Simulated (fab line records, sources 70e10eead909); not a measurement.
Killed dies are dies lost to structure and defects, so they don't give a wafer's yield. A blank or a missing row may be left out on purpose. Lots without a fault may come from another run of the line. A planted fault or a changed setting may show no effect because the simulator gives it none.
Which tool did it? | flow nand_harc | 13 lots, 37 wafers sampled, at 6 steps of a route of 1302

WHAT THE GAUGES READ, wafer by wafer
NHARC_A_ONON_D2_THK_MEAS_02: measures by ellipsometry.
lot  | measured     | on            | thk_nm (nm)
L280 | day 12 06:41 | film_metro-01 | 1007 1007 1006
L279 | day 13 02:01 | film_metro-02 | 996 995 997
L281 | day 13 11:25 | film_metro-02 | 1033 1477
L284 | day 14 07:46 | film_metro-02 | 994 993 1436
L285 | day 14 21:29 | film_metro-02 | 1007 1451
L291 | day 17 08:22 | film_metro-01 | 997 1000 997
L294 | day 18 12:38 | film_metro-01 | 1020 1019 1019
L293 | day 18 12:39 | film_metro-02 | 1000 999 1000
L297 | day 19 17:45 | film_metro-01 | 1015 1017 1014
L298 | day 20 11:52 | film_metro-01 | 1009 1011 1009
L299 | day 20 19:46 | film_metro-02 | 987 987 985
L300 | day 21 01:19 | film_metro-02 | 999 998 998
L301 | day 21 17:22 | film_metro-01 | 1021 1020 1023

NHARC_A_ONON_D2_THK_MEAS_05: measures by ellipsometry.
lot  | measured     | on            | thk_nm (nm)
L280 | day 12 07:15 | film_metro-01 | 988 990 990
L279 | day 13 02:34 | film_metro-02 | 1000 999 1000
L281 | day 13 11:59 | film_metro-02 | 974 974
L284 | day 14 08:20 | film_metro-02 | 984 983 984
L285 | day 14 22:03 | film_metro-01 | 1000 998
L291 | day 17 08:56 | film_metro-01 | 1001 1002 1002
L294 | day 18 13:13 | film_metro-02 | 985 984 986
L293 | day 18 13:13 | film_metro-01 | 998 999 999
L297 | day 19 18:19 | film_metro-01 | 1009 1007 1005
L298 | day 20 12:25 | film_metro-01 | 1014 1018 1015
L299 | day 20 20:20 | film_metro-01 | 995 994 995
L300 | day 21 01:52 | film_metro-02 | 994 995 995
L301 | day 21 17:56 | film_metro-02 | 989 991 989

NHARC_END_SORT_01.
lot  | measured     | on        | killed_at_array | killed_at_other | killed_at_periphery | killed_dies | killed_open | killed_short
L284 | day 25 18:25 | prober-01 | 105 101 87      | 0 0 1           | 5 5 7               | 110 106 95  | 7 2 3       | 8 6 1
L285 | day 26 13:02 | prober-02 | 35 25           | 0 0             | 3 8                 | 38 33       | 3 3         | 2 3
L294 | day 30 01:19 | prober-02 | 47 52 60        | 0 0 1           | 11 3 3              | 58 55 64    | 4 2 3       | 5 2 3
L297 | day 32 01:14 | prober-01 | 44 38 38        | 0 1 3           | 1 13 5              | 45 52 46    | 2 1 3       | 3 3 2

WHICH TOOL RAN EACH LOT (tool, then ch and the chambers of the sampled wafers, then the start)
lot  | NHARC_A_CHANNEL_FILL_D1_ALD_16   | NHARC_A_DECK1_JOINT_ETCHBACK_00  | NHARC_A_ONON_D2_DEP_00
L280 | ald_hk-01 ch 0,1, day 9 12:10    | rie_si-05 ch 0,1,3, day 11 08:05 | pecvd_onon-02 ch 0, day 12 06:17
L279 | ald_hk-01 ch 0,1, day 10 00:37   | rie_si-05 ch 1,2,3, day 11 22:58 | pecvd_onon-02 ch 0, day 13 01:37
L281 | ald_hk-04 ch 0,3, day 10 12:35   | rie_si-02 ch 0,1, day 12 10:50   | pecvd_onon-02 ch 0, day 13 10:58
L284 | ald_hk-01 ch 1,2,3, day 11 09:04 | rie_si-03 ch 1,2,3, day 13 07:58 | pecvd_onon-02 ch 0, day 14 07:15
L285 | ald_hk-01 ch 0,2, day 11 21:24   | rie_si-02 ch 0,3, day 13 20:11   | pecvd_onon-02 ch 0, day 14 21:02
L291 | ald_hk-01 ch 2,3, day 14 07:20   | rie_si-02 ch 1,2,3, day 16 05:09 | pecvd_onon-02 ch 0, day 17 07:58
L294 | ald_hk-01 ch 1,2,3, day 15 10:46 | rie_si-03 ch 1,3, day 17 09:10   | pecvd_onon-04 ch 0, day 18 12:08
L293 | ald_hk-04 ch 1,2,3, day 15 10:46 | rie_si-05 ch 1,3, day 17 09:08   | pecvd_onon-02 ch 0, day 18 12:15
L297 | ald_hk-02 ch 1,2, day 16 15:28   | rie_si-03 ch 0,2,3, day 18 13:58 | pecvd_onon-02 ch 0, day 19 17:15
L298 | ald_hk-01 ch 1,2, day 17 12:31   | rie_si-05 ch 1,3, day 19 12:30   | pecvd_onon-02 ch 0, day 20 11:22
L299 | ald_hk-01 ch 0,2,3, day 17 20:13 | rie_si-03 ch 2,3, day 19 19:25   | pecvd_onon-04 ch 0, day 20 19:19
L300 | ald_hk-04 ch 0,1,3, day 18 04:29 | rie_si-05 ch 0,1,2, day 20 03:02 | pecvd_onon-04 ch 0, day 21 00:52
L301 | ald_hk-02 ch 0,1,3, day 18 09:37 | rie_si-02 ch 0,1,3, day 20 10:05 | pecvd_onon-02 ch 0, day 21 16:51
- NHARC_A_CHANNEL_FILL_D1_ALD_16: deposits SiO2, target thk 1.5 nm, pulse time 10 s, ald cycles 15.
- NHARC_A_DECK1_JOINT_ETCHBACK_00: etches the open film in HBr, target depth 30 nm, time 17.4 s.
- NHARC_A_ONON_D2_DEP_00: target thk 1000 nm.

WHAT THE TOOLS THEMSELVES READ (means of the sampled wafers that have a number; where no wafer has one, the mark that the record gives instead)
NHARC_A_CHANNEL_FILL_D1_ALD_16.
lot  | tool      | heater_power_w (W) | precursor_pulse_height_rel
L280 | ald_hk-01 | 484                | 0.980
L279 | ald_hk-01 | 466                | 0.983
L281 | ald_hk-04 | 468                | 0.988
L284 | ald_hk-01 | 494                | 1.013
L285 | ald_hk-01 | 506                | 0.988
L291 | ald_hk-01 | 505                | 0.999
L294 | ald_hk-01 | 483                | 1.005
L293 | ald_hk-04 | 454                | 1.003
L297 | ald_hk-02 | 459                | 1.003
L298 | ald_hk-01 | 482                | 0.997
L299 | ald_hk-01 | 487                | 1.018
L300 | ald_hk-04 | 443                | 1.011
L301 | ald_hk-02 | 475                | 0.982

NHARC_A_DECK1_JOINT_ETCHBACK_00.
lot  | tool      | drypump_motor_current_A (A) | hbr_flow_sccm (sccm) | oes_product_au (a.u.) | throttle_valve_pct (%)
L280 | rie_si-05 | 6.0                         | 150.0                | 1.007                 | 23.262
L279 | rie_si-05 | 6.2                         | 150.0                | 1.003                 | 23.264
L281 | rie_si-02 | 5.5                         | 150.1                | 0.994                 | 23.276
L284 | rie_si-03 | 5.6                         | 150.2                | 0.996                 | 23.266
L285 | rie_si-02 | 5.8                         | 150.1                | 1.000                 | 23.257
L291 | rie_si-02 | 5.7                         | 149.9                | 1.000                 | 23.267
L294 | rie_si-03 | 5.6                         | 150.8                | 1.003                 | 23.254
L293 | rie_si-05 | 6.3                         | 150.4                | 0.996                 | 23.261
L297 | rie_si-03 | 5.6                         | 150.3                | 0.994                 | 23.255
L298 | rie_si-05 | 6.4                         | 150.3                | 1.006                 | 23.260
L299 | rie_si-03 | 5.9                         | 149.8                | 1.008                 | 23.267
L300 | rie_si-05 | 5.9                         | 150.3                | 1.010                 | 23.258
L301 | rie_si-02 | 5.6                         | 149.7                | 1.005                 | 23.266

NHARC_A_ONON_D2_DEP_00.
lot  | tool          | sih4_flow_sccm (sccm)
L280 | pecvd_onon-02 | 209.9
L279 | pecvd_onon-02 | 210.1
L281 | pecvd_onon-02 | 209.6
L284 | pecvd_onon-02 | 210.2
L285 | pecvd_onon-02 | 209.9
L291 | pecvd_onon-02 | 210.2
L294 | pecvd_onon-04 | 210.5
L293 | pecvd_onon-02 | 210.6
L297 | pecvd_onon-02 | 209.6
L298 | pecvd_onon-02 | 209.6
L299 | pecvd_onon-04 | 210.2
L300 | pecvd_onon-04 | 209.5
L301 | pecvd_onon-02 | 209.7

THE ANSWER, worked out from the rows above alone
Rule: what is usual is taken from the lots themselves. Put in order of their means at a reading, lots are off if they are a third of the lots or fewer, leave a main group of 4 or more, and stand apart from it by a gap of 3 or more times the standard deviation of the main group's means; of several such gaps the widest counts. A main group whose means are all the same, to the digits that the tables above print for the reading, isn't used. A lot without any number at a reading at which 4 lots or more have one is off too. The other lots that the step has rows for count as sound. The gauges are gone through in route order, then the tools' own readings, and for those a lot's mean is taken as printed above. The first step at which some lot is off is used, and at that step the reading that is off furthest; a lot without a number counts as furthest.
Off: L281, L284, L285, at NHARC_A_ONON_D2_THK_MEAS_02 (thk_nm). The main group: mean 1005 nm, standard deviation 11.
A tool fits if, at a process step before that reading, it ran every lot that is off, and no sound lot after the first of them. The gauges at NHARC_A_ONON_D2_THK_MEAS_02 are tried like those tools. None of those tried fits.

WHAT THE SIMULATOR HAD PUT IN
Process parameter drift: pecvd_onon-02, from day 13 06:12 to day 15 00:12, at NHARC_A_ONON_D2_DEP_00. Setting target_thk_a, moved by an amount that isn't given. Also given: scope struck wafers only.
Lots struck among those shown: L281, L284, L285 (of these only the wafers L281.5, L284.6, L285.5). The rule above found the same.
